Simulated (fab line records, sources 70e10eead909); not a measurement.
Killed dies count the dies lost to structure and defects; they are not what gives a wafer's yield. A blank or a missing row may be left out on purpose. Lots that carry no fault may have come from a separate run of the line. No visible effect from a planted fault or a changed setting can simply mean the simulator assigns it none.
Which tool is to blame? || flow nand harc || Sampling: 12 lots, 36 wafers, 5 of 1302 route steps

== WHAT THE GAUGES SHOWED, per wafer ==
NHARC_A_SLIT_CD_MEAS_21.
{"lot": "L076", "measured": "day 20 20:33", "on": "cd sem-01", "cd nm (nm)": "290.4 290.3 290.4"}
{"lot": "L079", "measured": "day 21 12:35", "on": "cd sem-01", "cd nm (nm)": "290.5 289.7 290.2"}
{"lot": "L078", "measured": "day 21 16:24", "on": "cd sem-03", "cd nm (nm)": "289.3 287.7 288.5"}
{"lot": "L082", "measured": "day 23 08:39", "on": "cd sem-01", "cd nm (nm)": "291.2 290.9 289.4"}
{"lot": "L081", "measured": "day 23 18:38", "on": "cd sem-01", "cd nm (nm)": "289.5 290.4 289.7"}
{"lot": "L085", "measured": "day 24 12:33", "on": "cd sem-01", "cd nm (nm)": "288.9 290.5 290.3"}
{"lot": "L087", "measured": "day 25 14:08", "on": "cd sem-03", "cd nm (nm)": "289.6 290.1 289.7"}
{"lot": "L089", "measured": "day 27 02:33", "on": "cd sem-03", "cd nm (nm)": "288.6 287.9 286.3"}
{"lot": "L091", "measured": "day 27 19:47", "on": "cd sem-02", "cd nm (nm)": "288.5 288.7 290.0"}
{"lot": "L092", "measured": "day 27 20:05", "on": "cd sem-01", "cd nm (nm)": "289.5 289.6 290.6"}
{"lot": "L095", "measured": "day 28 23:58", "on": "cd sem-01", "cd nm (nm)": "290.8 290.5 291.6"}
{"lot": "L097", "measured": "day 30 05:23", "on": "cd sem-02", "cd nm (nm)": "290.9 290.0 290.6"}

== TOOL THAT RAN EACH LOT (tool first, then ch and the chambers of the sampled wafers, then the start) ==
{"lot": "L076", "NHARC_A_STAIRCASE_CMP_472": "cmp-03 ch 1,2, day 19 22:25", "NHARC_A_SGD_CUT_ETCH_59": "rie diel-13 ch 1,2, day 20 20:33 or earlier", "NHARC_A_SGD_CUT_ETCH_15": "rie diel-13 ch 0,1,3, day 20 20:33 or earlier", "NHARC_A_SGD_CUT_STRIP_17": "rie diel-13 ch 0,1,2, day 20 20:33 or earlier"}
{"lot": "L079", "NHARC_A_STAIRCASE_CMP_472": "cmp-03 ch 0,3, day 20 13:08", "NHARC_A_SGD_CUT_ETCH_59": "rie diel-13 ch 1,2, day 21 12:35 or earlier", "NHARC_A_SGD_CUT_ETCH_15": "rie diel-13 ch 0,1,2, day 21 12:35 or earlier", "NHARC_A_SGD_CUT_STRIP_17": "rie diel-13 ch 0,2, day 21 12:35 or earlier"}
{"lot": "L078", "NHARC_A_STAIRCASE_CMP_472": "cmp-02 ch 0,1, day 20 16:53", "NHARC_A_SGD_CUT_ETCH_59": "rie diel-13 ch 0,1,3, day 21 16:24 or earlier", "NHARC_A_SGD_CUT_ETCH_15": "rie diel-13 ch 0,3, day 21 16:24 or earlier", "NHARC_A_SGD_CUT_STRIP_17": "rie diel-13 ch 0,2,3, day 21 16:24 or earlier"}
{"lot": "L082", "NHARC_A_STAIRCASE_CMP_472": "cmp-03 ch 1,2,3, day 22 11:44", "NHARC_A_SGD_CUT_ETCH_59": "rie diel-13 ch 1,3, day 23 08:39 or earlier", "NHARC_A_SGD_CUT_ETCH_15": "rie diel-13 ch 0,1, day 23 08:39 or earlier", "NHARC_A_SGD_CUT_STRIP_17": "rie diel-13 ch 1,2, day 23 08:39 or earlier"}
{"lot": "L081", "NHARC_A_STAIRCASE_CMP_472": "cmp-03 ch 0,2,3, day 22 17:34", "NHARC_A_SGD_CUT_ETCH_59": "rie diel-10 ch 0,2, day 23 18:38 or earlier", "NHARC_A_SGD_CUT_ETCH_15": "rie diel-10 ch 0,3, day 23 18:38 or earlier", "NHARC_A_SGD_CUT_STRIP_17": "rie diel-10 ch 0,2,3, day 23 18:38 or earlier"}
{"lot": "L085", "NHARC_A_STAIRCASE_CMP_472": "cmp-04 ch 0,1,2, day 23 16:33", "NHARC_A_SGD_CUT_ETCH_59": "rie diel-13 ch 0,1,2, day 24 12:33 or earlier", "NHARC_A_SGD_CUT_ETCH_15": "rie diel-13 ch 0,1,2, day 24 12:33 or earlier", "NHARC_A_SGD_CUT_STRIP_17": "rie diel-13 ch 1,2,3, day 24 12:33 or earlier"}
{"lot": "L087", "NHARC_A_STAIRCASE_CMP_472": "cmp-03 ch 1,2, day 24 14:31", "NHARC_A_SGD_CUT_ETCH_59": "rie diel-09 ch 0,2,3, day 25 14:08 or earlier", "NHARC_A_SGD_CUT_ETCH_15": "rie diel-09 ch 1,2,3, day 25 14:08 or earlier", "NHARC_A_SGD_CUT_STRIP_17": "rie diel-09 ch 2,3, day 25 14:08 or earlier"}
{"lot": "L089", "NHARC_A_STAIRCASE_CMP_472": "cmp-02 ch 0,1,3, day 26 00:42", "NHARC_A_SGD_CUT_ETCH_59": "rie diel-13 ch 0,1,2, day 27 02:33 or earlier", "NHARC_A_SGD_CUT_ETCH_15": "rie diel-13 ch 0,1,2, day 27 02:33 or earlier", "NHARC_A_SGD_CUT_STRIP_17": "rie diel-13 ch 0,2,3, day 27 02:33 or earlier"}
{"lot": "L091", "NHARC_A_STAIRCASE_CMP_472": "cmp-03 ch 0,2,3, day 27 00:12", "NHARC_A_SGD_CUT_ETCH_59": "rie diel-09 ch 0,2,3, day 27 19:47 or earlier", "NHARC_A_SGD_CUT_ETCH_15": "rie diel-09 ch 1,3, day 27 19:47 or earlier", "NHARC_A_SGD_CUT_STRIP_17": "rie diel-09 ch 0,1,2, day 27 19:47 or earlier"}
{"lot": "L092", "NHARC_A_STAIRCASE_CMP_472": "cmp-04 ch 1,2,3, day 27 00:38", "NHARC_A_SGD_CUT_ETCH_59": "rie diel-10 ch 0,2,3, day 27 20:05 or earlier", "NHARC_A_SGD_CUT_ETCH_15": "rie diel-10 ch 0,2,3, day 27 20:05 or earlier", "NHARC_A_SGD_CUT_STRIP_17": "rie diel-10 ch 0,1,3, day 27 20:05 or earlier"}
{"lot": "L095", "NHARC_A_STAIRCASE_CMP_472": "cmp-04 ch 0,3, day 28 04:01", "NHARC_A_SGD_CUT_ETCH_59": "rie diel-10 ch 0,2, day 28 23:58 or earlier", "NHARC_A_SGD_CUT_ETCH_15": "rie diel-10 ch 1,2, day 28 23:58 or earlier", "NHARC_A_SGD_CUT_STRIP_17": "rie diel-10 ch 0,1,2, day 28 23:58 or earlier"}
{"lot": "L097", "NHARC_A_STAIRCASE_CMP_472": "cmp-03 ch 2,3, day 29 04:02", "NHARC_A_SGD_CUT_ETCH_59": "rie diel-10 ch 1,2, day 30 05:23 or earlier", "NHARC_A_SGD_CUT_ETCH_15": "rie diel-10 ch 1,2, day 30 05:23 or earlier", "NHARC_A_SGD_CUT_STRIP_17": "rie diel-10 ch 1,2, day 30 05:23 or earlier"}
- NHARC_A_STAIRCASE_CMP_472: polishes SiO2.
- NHARC_A_SGD_CUT_ETCH_59: etches the open film in N2/H2, target depth 260 nm, time 406.25 s.
- NHARC_A_SGD_CUT_ETCH_15: etches the open film in CH3F/O2, target depth 75 nm, time 64.3 s.
- NHARC_A_SGD_CUT_STRIP_17: strips in O2.

== THE ANSWER, worked out from the rows above alone ==
Rule: what is usual is taken from the lots themselves. Put in order of their means at a reading, lots are off if they are a third of the lots or fewer, leave a main group of 4 or more, and stand apart from it by a gap of 3 or more times the standard deviation of the main group's means; of several such gaps the widest counts. Not used: any main group whose means are identical at the precision the tables above print for the reading. A lot without any number at a reading at which 4 lots or more have one is off too. All remaining lots with rows at the step are treated as sound.
No lot is off on any of the readings shown, so nothing can be concluded from this.

== WHAT WAS PUT IN BY THE SIMULATOR ==
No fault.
